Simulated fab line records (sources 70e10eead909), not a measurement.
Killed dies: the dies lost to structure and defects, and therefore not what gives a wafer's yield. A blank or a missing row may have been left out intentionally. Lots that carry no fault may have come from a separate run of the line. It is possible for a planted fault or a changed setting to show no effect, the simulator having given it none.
Which tool did it? | flow nand_harc | Sampling: 24 lots, 72 wafers, 6 of 1302 route steps

WHAT THE GAUGES SHOWED, per wafer
The record holds no reading of a measuring or inspecting step that can be judged against a usual standard deviation.

WHAT TOOL EACH LOT RAN ON (gives the tool, then ch and the chambers of the sampled wafers, and finally the start)
lot  | NHARC_A_STAIRCASE_ETCH_315                    | NHARC_A_STAIRCASE_CMP_450     | NHARC_A_STAIRCASE_CMP_472     | NHARC_A_CONTACT_ETCH_123             | NHARC_A_CONTACT_DEP_58          | NHARC_A_CONTACT_ETCH_76
L075 | rie_diel-01 ch 0,3, day 19 13:31 or earlier   | cmp-03 ch 0,3, day 19 13:31   | cmp-01 ch 1,2,3, day 19 15:07 | har_cap_etch-03 ch 0,1, day 21 21:44 | pecvd-02 ch 0,1, day 22 04:34   | rie_diel-11 ch 0,2,3, no start
L074 | rie_diel-01 ch 0,1,3, day 19 19:26 or earlier | cmp-01 ch 1,2,3, day 19 19:26 | cmp-02 ch 1,2,3, day 19 20:53 | har_cap_etch-03 ch 0,1, day 22 05:10 | pecvd-04 ch 0,1, day 22 11:37   | rie_diel-04 ch 0,1,3, no start
L076 | rie_diel-11 ch 0,1,2, day 19 22:53 or earlier | cmp-02 ch 0,2, day 19 22:53   | cmp-03 ch 1,3, day 20 00:22   | har_cap_etch-03 ch 0, day 22 10:12   | pecvd-02 ch 0,1, day 22 18:57   | rie_diel-04 ch 0,1, no start
L077 | rie_diel-01 ch 0,1,2, day 20 08:33 or earlier | cmp-01 ch 0,2,3, day 20 08:33 | cmp-01 ch 0,1,3, day 20 10:00 | har_cap_etch-03 ch 0,1, day 22 20:35 | pecvd-04 ch 0,1, day 23 05:28   | rie_diel-01 ch 0,1,3, no start
L079 | rie_diel-01 ch 2,3, day 20 08:40 or earlier   | cmp-03 ch 0,1,2, day 20 08:40 | cmp-03 ch 0,1,2, day 20 10:11 | har_cap_etch-01 ch 0,1, day 22 18:58 | pecvd-04 ch 0,1,2, day 23 02:32 | rie_diel-04 ch 0,1, no start
L078 | rie_diel-11 ch 0,1,3, day 20 18:59 or earlier | cmp-01 ch 0,2,3, day 20 18:59 | cmp-03 ch 0,1,2, day 20 20:28 | har_cap_etch-01 ch 0,1, day 23 05:25 | pecvd-04 ch 0,1, day 23 10:37   | rie_diel-11 ch 2,3, no start
L080 | rie_diel-11 ch 0,3, day 21 14:01 or earlier   | cmp-02 ch 1,2, day 21 14:01   | cmp-03 ch 0,2, day 21 15:27   | har_cap_etch-01 ch 0,1, day 24 07:07 | pecvd-02 ch 0,1, day 24 12:31   | rie_diel-11 ch 1,2,3, no start
L081 | rie_diel-11 ch 0,3, day 21 13:53 or earlier   | cmp-03 ch 0,1,3, day 21 13:53 | cmp-01 ch 0,3, day 21 15:20   | har_cap_etch-03 ch 1, day 24 06:16   | pecvd-02 ch 0,1,2, day 24 11:41 | rie_diel-04 ch 0,1, no start
L082 | rie_diel-06 ch 0,1,2, day 22 10:28 or earlier | cmp-02 ch 0,2, day 22 10:28   | cmp-03 ch 0,1,3, day 22 11:57 | har_cap_etch-01 ch 0,1, day 24 23:16 | pecvd-04 ch 1,2, day 25 04:40   | rie_diel-04 ch 0,1,2, no start
L084 | rie_diel-01 ch 1,2,3, day 23 03:46 or earlier | cmp-02 ch 0,2,3, day 23 03:46 | cmp-01 ch 0,2,3, day 23 05:14 | har_cap_etch-03 ch 0,1, day 25 11:39 | pecvd-04 ch 0,2, day 25 17:58   | rie_diel-11 ch 0,1,2, no start
L083 | rie_diel-01 ch 0,1,3, day 23 03:42 or earlier | cmp-03 ch 0,1,3, day 23 03:42 | cmp-02 ch 0,1,2, day 23 05:09 | har_cap_etch-01 ch 0,1, day 25 11:08 | pecvd-03 ch 0,1,2, day 25 16:35 | rie_diel-04 ch 0,1, no start
L085 | rie_diel-01 ch 0,1,2, day 23 14:40 or earlier | cmp-03 ch 0,1,3, day 23 14:40 | cmp-02 ch 1,2, day 23 16:05   | har_cap_etch-02 ch 0,1, day 25 23:38 | pecvd-03 ch 0,1,2, day 26 05:29 | rie_diel-04 ch 1,2, no start
L086 | rie_diel-11 ch 0,1,3, day 24 05:09 or earlier | cmp-02 ch 0,2, day 24 05:09   | cmp-02 ch 0,1,2, day 24 06:35 | har_cap_etch-03 ch 0,1, day 26 16:27 | pecvd-03 ch 0,1, day 26 23:43   | rie_diel-11 ch 1,3, no start
L087 | rie_diel-06 ch 0,2, day 24 05:51 or earlier   | cmp-01 ch 1,3, day 24 05:51   | cmp-03 ch 2,3, day 24 07:20   | har_cap_etch-01 ch 1, day 26 14:33   | pecvd-04 ch 0,1,2, day 26 20:32 | rie_diel-04 ch 1,2,3, no start
L088 | rie_diel-01 ch 1,2,3, day 24 20:17 or earlier | cmp-01 ch 0,1,2, day 24 20:17 | cmp-02 ch 0,2, day 24 21:44   | har_cap_etch-02 ch 0,1, day 27 09:57 | pecvd-02 ch 1,2, day 27 15:18   | rie_diel-11 ch 0,1,3, no start
L089 | rie_diel-01 ch 0,2,3, day 25 06:31 or earlier | cmp-01 ch 1,2,3, day 25 06:31 | cmp-03 ch 1,2,3, day 25 08:02 | har_cap_etch-01 ch 0,1, day 27 18:35 | pecvd-02 ch 0,1,2, day 28 01:25 | rie_diel-01 ch 0,1,2, no start
L090 | rie_diel-06 ch 0,2, day 25 19:05 or earlier   | cmp-03 ch 1,2,3, day 25 19:05 | cmp-03 ch 0,1,3, day 25 21:10 | har_cap_etch-02 ch 0,1, day 28 11:13 | pecvd-03 ch 0,1,2, day 28 19:13 | rie_diel-04 ch 2,3, no start
L091 | rie_diel-11 ch 0,1, day 26 10:02 or earlier   | cmp-03 ch 0,1,2, day 26 10:02 | cmp-01 ch 1,2,3, day 26 11:28 | har_cap_etch-02 ch 0,1, day 28 21:06 | pecvd-04 ch 0,1,2, day 29 03:12 | rie_diel-04 ch 0,2, no start
L092 | rie_diel-11 ch 0,1,2, day 26 10:36 or earlier | cmp-02 ch 2,3, day 26 10:36   | cmp-03 ch 0,2,3, day 26 12:07 | har_cap_etch-01 ch 0, day 28 18:58   | pecvd-04 ch 0,1,2, day 29 00:18 | rie_diel-04 ch 0,2, no start
L093 | rie_diel-11 ch 0,1, day 27 05:25 or earlier   | cmp-01 ch 2,3, day 27 05:25   | cmp-01 ch 0,2,3, day 27 08:23 | har_cap_etch-01 ch 0,1, day 29 13:49 | pecvd-02 ch 0,1,2, day 29 20:14 | rie_diel-04 ch 0,1, no start
L095 | rie_diel-01 ch 0,1,2, day 27 09:44 or earlier | cmp-02 ch 0,3, day 27 09:44   | cmp-02 ch 1,2,3, day 27 11:17 | har_cap_etch-02 ch 0, day 29 21:36   | pecvd-04 ch 0,1,2, day 30 03:02 | rie_diel-04 ch 0,2,3, no start
L096 | rie_diel-11 ch 0,1,2, day 27 09:46 or earlier | cmp-01 ch 0,1, day 27 09:46   | cmp-03 ch 0,3, day 27 11:14   | har_cap_etch-03 ch 0,1, day 29 23:16 | pecvd-02 ch 1,2, day 30 06:19   | rie_diel-04 ch 0,1, no start
L094 | rie_diel-11 ch 0,1,2, day 27 10:17 or earlier | cmp-03 ch 0,1,3, day 27 10:17 | cmp-03 ch 0,1,2, day 27 11:48 | har_cap_etch-01 ch 0,1, day 29 21:55 | pecvd-04 ch 0,2, day 30 03:53   | rie_diel-11 ch 0,1,3, no start
L097 | rie_diel-01 ch 0,1,2, day 28 03:53 or earlier | cmp-01 ch 0,1,3, day 28 03:53 | cmp-02 ch 1,2,3, day 28 05:25 | har_cap_etch-03 ch 0,1, day 30 15:16 | pecvd-02 ch 0,2, day 30 20:57   | rie_diel-01 ch 1,2,3, no start
- NHARC_A_STAIRCASE_ETCH_315: etches the open film in C4F8/O2/Ar, target depth 2500 nm, time 607.1 s.
- NHARC_A_STAIRCASE_CMP_450: polishes SiO2, target thk 200 nm.
- NHARC_A_STAIRCASE_CMP_472: polishes SiO2.
- NHARC_A_CONTACT_ETCH_123: etches the open film in C4F8/O2/Ar, time 490 s, target depth 2110 nm.
- NHARC_A_CONTACT_DEP_58: deposits SiON, target thk 90 nm.
- NHARC_A_CONTACT_ETCH_76: etches the open film in N2/H2, target depth 260 nm, time 475.3 s.

WHAT THE TOOLS THEMSELVES READ (means of the sampled wafers that have a number; where no wafer has one, the mark that the record gives instead)
NHARC_A_STAIRCASE_ETCH_315. Usual: oes_product_au 0.934 a.u., standard deviation 0.015; rf_vpp_V 1829 V, standard deviation 11.
lot  | tool        | oes_product_au (a.u.) | rf_vpp_V (V) | flag
L075 | rie_diel-01 | 0.937                 | 1829         |
L074 | rie_diel-01 | 0.932                 | 1836         |
L076 | rie_diel-11 | 0.934                 | 1819         |
L077 | rie_diel-01 | 0.937                 | 1841         |
L079 | rie_diel-01 | 0.927                 | 1830         |
L078 | rie_diel-11 | 0.933                 | 1817         |
L080 | rie_diel-11 | 0.951                 | 1821         |
L081 | rie_diel-11 | 0.941                 | 1822         |
L082 | rie_diel-06 | 0.940                 | 1814         |
L084 | rie_diel-01 | 0.932                 | 1837         |
L083 | rie_diel-01 | 0.929                 | 1834         |
L085 | rie_diel-01 | 0.945                 | 1841         |
L086 | rie_diel-11 | 0.933                 | 1830         |
L087 | rie_diel-06 | 0.944                 | 1819         |
L088 | rie_diel-01 | 0.931                 | 1835         |
L089 | rie_diel-01 | 0.932                 | 1832         |
L090 | rie_diel-06 | 0.928                 | 1813         |
L091 | rie_diel-11 | 0.936                 | 1830         |
L092 | rie_diel-11 | 0.922                 | 1831         |
L093 | rie_diel-11 | 0.917                 | 1838         |
L095 | rie_diel-01 | 0.937                 | 1839         |
L096 | rie_diel-11 | 0.917                 | 1831         |
L094 | rie_diel-11 | 0.919                 | 1829         |
L097 | rie_diel-01 | 0.929                 | 1839         |

NHARC_A_STAIRCASE_CMP_450. Usual: motor_current_A 12.7 A, standard deviation 1.3; pad_life_wafers 230, standard deviation 130.
lot  | tool   | motor_current_A (A) | pad_life_wafers | flag
L075 | cmp-03 | 12.4                | 294             |
L074 | cmp-01 | 12.8                | 277             |
L076 | cmp-02 | 13.7                | 91              |
L077 | cmp-01 | 11.5                | 355             |
L079 | cmp-03 | 13.5                | 8               |
L078 | cmp-01 | 11.4                | 398             |
L080 | cmp-02 | 12.4                | 266             |
L081 | cmp-03 | 12.6                | 115             |
L082 | cmp-02 | 13.7                | 344             |
L084 | cmp-02 | 13.6                | 1               |
L083 | cmp-03 | 12.7                | 259             |
L085 | cmp-03 | 12.5                | 314             |
L086 | cmp-02 | 13.1                | 121             |
L087 | cmp-01 | 13.7                | 313             |
L088 | cmp-01 | 11.8                | 410             |
L089 | cmp-01 | 12.8                | 8               |
L090 | cmp-03 | 12.6                | 188             |
L091 | cmp-03 | 13.7                | 254             |
L092 | cmp-02 | 13.6                | 420             |
L093 | cmp-01 | 12.0                | 200             |
L095 | cmp-02 | 13.6                | 14              |
L096 | cmp-01 | 12.7                | 217             |
L094 | cmp-03 | 12.3                | 350             |
L097 | cmp-01 | 12.1                | 296             |

NHARC_A_STAIRCASE_CMP_472. Usual: motor_current_A 12.6 A, standard deviation 1.2; pad_life_wafers 166, standard deviation 120.
lot  | tool   | motor_current_A (A) | pad_life_wafers | flag
L075 | cmp-01 | 12.3                | 255             |
L074 | cmp-02 | 12.9                | 80              |
L076 | cmp-03 | 12.5                | 361             |
L077 | cmp-01 | 12.2                | 368             |
L079 | cmp-03 | 13.1                | 20              |
L078 | cmp-03 | 12.9                | 44              |
L080 | cmp-03 | 13.4                | 127             |
L081 | cmp-01 | 11.8                | 48              |
L082 | cmp-03 | 12.8                | 212             |
L084 | cmp-01 | 11.3                | 187             |
L083 | cmp-02 | 12.8                | 19              |
L085 | cmp-02 | 11.8                | 54              |
L086 | cmp-02 | 12.6                | 139             |
L087 | cmp-03 | 13.7                | 2               |
L088 | cmp-02 | 13.4                | 248             |
L089 | cmp-03 | 12.9                | 140             |
L090 | cmp-03 | 12.7                | 206             |
L091 | cmp-01 | 12.5                | 127             |
L092 | cmp-03 | 13.0                | 272             |
L093 | cmp-01 | 11.1                | 212             |
L095 | cmp-02 | 12.7                | 32              |
L096 | cmp-03 | 12.8                | 361             |
L094 | cmp-03 | 13.1                | 368             |
L097 | cmp-02 | 12.5                | 104             |

NHARC_A_CONTACT_DEP_58. Usual: 747 W for heater_power_w, sd 100.
lot  | tool     | heater_power_w (W) | flag
L075 | pecvd-02 | 795                |
L074 | pecvd-04 | 700                |
L076 | pecvd-02 | 743                |
L077 | pecvd-04 | 715                |
L079 | pecvd-04 | 758                |
L078 | pecvd-04 | 733                |
L080 | pecvd-02 | 809                |
L081 | pecvd-02 | 775                |
L082 | pecvd-04 | 724                |
L084 | pecvd-04 | 819                |
L083 | pecvd-03 | 725                |
L085 | pecvd-03 | 700                |
L086 | pecvd-03 | 609                |
L087 | pecvd-04 | 685                |
L088 | pecvd-02 | 737                |
L089 | pecvd-02 | 765                |
L090 | pecvd-03 | 691                |
L091 | pecvd-04 | 813                |
L092 | pecvd-04 | 728                |
L093 | pecvd-02 | 721                |
L095 | pecvd-04 | 819                |
L096 | pecvd-02 | 784                |
L094 | pecvd-04 | 827                |
L097 | pecvd-02 | 683                |

NHARC_A_CONTACT_ETCH_76. Usual: drypump_motor_current_A 5.6 A, standard deviation 0.49; oes_product_au 1.004 a.u., standard deviation 0.013; rf_vpp_V 431.2 V, standard deviation 2.3; showerhead_plenum_p_Torr 2.06 Torr, standard deviation 0.084; throttle_valve_pct 14.171 %, standard deviation 0.0092.
lot  | tool        | drypump_motor_current_A (A) | oes_product_au (a.u.) | rf_vpp_V (V) | showerhead_plenum_p_Torr (Torr) | throttle_valve_pct (%) | flag
L075 | rie_diel-11 | 5.4                         | 1.002                 | 430.5        | 2.00                            | 14.164                 |
L074 | rie_diel-04 | 5.6                         | 1.002                 | 430.8        | 2.03                            | 14.173                 |
L076 | rie_diel-04 | 5.6                         | 1.002                 | 431.2        | 2.08                            | 14.167                 |
L077 | rie_diel-01 | 5.6                         | 1.003                 | 432.5        | 2.10                            | 14.174                 |
L079 | rie_diel-04 | 5.7                         | 1.003                 | 432.3        | 2.08                            | 14.174                 |
L078 | rie_diel-11 | 5.8                         | 0.997                 | 429.2        | 2.01                            | 14.169                 |
L080 | rie_diel-11 | 5.5                         | 0.997                 | 430.9        | 2.07                            | 14.173                 |
L081 | rie_diel-04 | 5.8                         | 1.008                 | 430.5        | 2.04                            | 14.174                 |
L082 | rie_diel-04 | 5.9                         | 1.009                 | 431.9        | 2.09                            | 14.167                 |
L084 | rie_diel-11 | 5.2                         | 0.995                 | 431.3        | 2.06                            | 14.165                 |
L083 | rie_diel-04 | 5.8                         | 1.005                 | 430.5        | 2.04                            | 14.184                 |
L085 | rie_diel-04 | 6.0                         | 0.998                 | 430.5        | 2.05                            | 14.173                 |
L086 | rie_diel-11 | 5.3                         | 1.011                 | 431.3        | 2.05                            | 14.162                 |
L087 | rie_diel-04 | 5.8                         | 1.005                 | 430.7        | 2.04                            | 14.183                 |
L088 | rie_diel-11 | 5.0                         | 1.013                 | 431.1        | 2.05                            | 14.172                 |
L089 | rie_diel-01 | 5.9                         | 1.008                 | 433.5        | 2.14                            | 14.185                 |
L090 | rie_diel-04 | 5.8                         | 1.006                 | 431.7        | 2.10                            | 14.170                 |
L091 | rie_diel-04 | 5.7                         | 1.011                 | 433.6        | 2.13                            | 14.167                 |
L092 | rie_diel-04 | 5.7                         | 1.021                 | 432.0        | 2.13                            | 14.173                 |
L093 | rie_diel-04 | 5.7                         | 1.007                 | 430.9        | 2.07                            | 14.172                 |
L095 | rie_diel-04 | 5.6                         | 1.002                 | 431.7        | 2.07                            | 14.168                 |
L096 | rie_diel-04 | 5.8                         | 1.002                 | 430.1        | 2.03                            | 14.171                 |
L094 | rie_diel-11 | 5.0                         | 1.002                 | 430.5        | 2.04                            | 14.164                 |
L097 | rie_diel-01 | 5.9                         | 1.000                 | 432.7        | 2.10                            | 14.174                 |

THE ANSWER, worked out from the rows above alone
Rule: lot off if the mean of its wafers having a number is beyond 3 standard deviations from the usual mean. A lot without any number at a reading at which 4 lots or more have one is off too. The other lots that the step has rows for count as sound. First the gauges in route order, then the tools' own readings, where a lot's mean is used as printed above. The first step at which some lot is off is used, and at that step the reading that is off furthest; a lot without a number counts as furthest.
None of the lots is off at any reading shown; this tells nothing.

WHAT THE SIMULATOR HAD PUT IN
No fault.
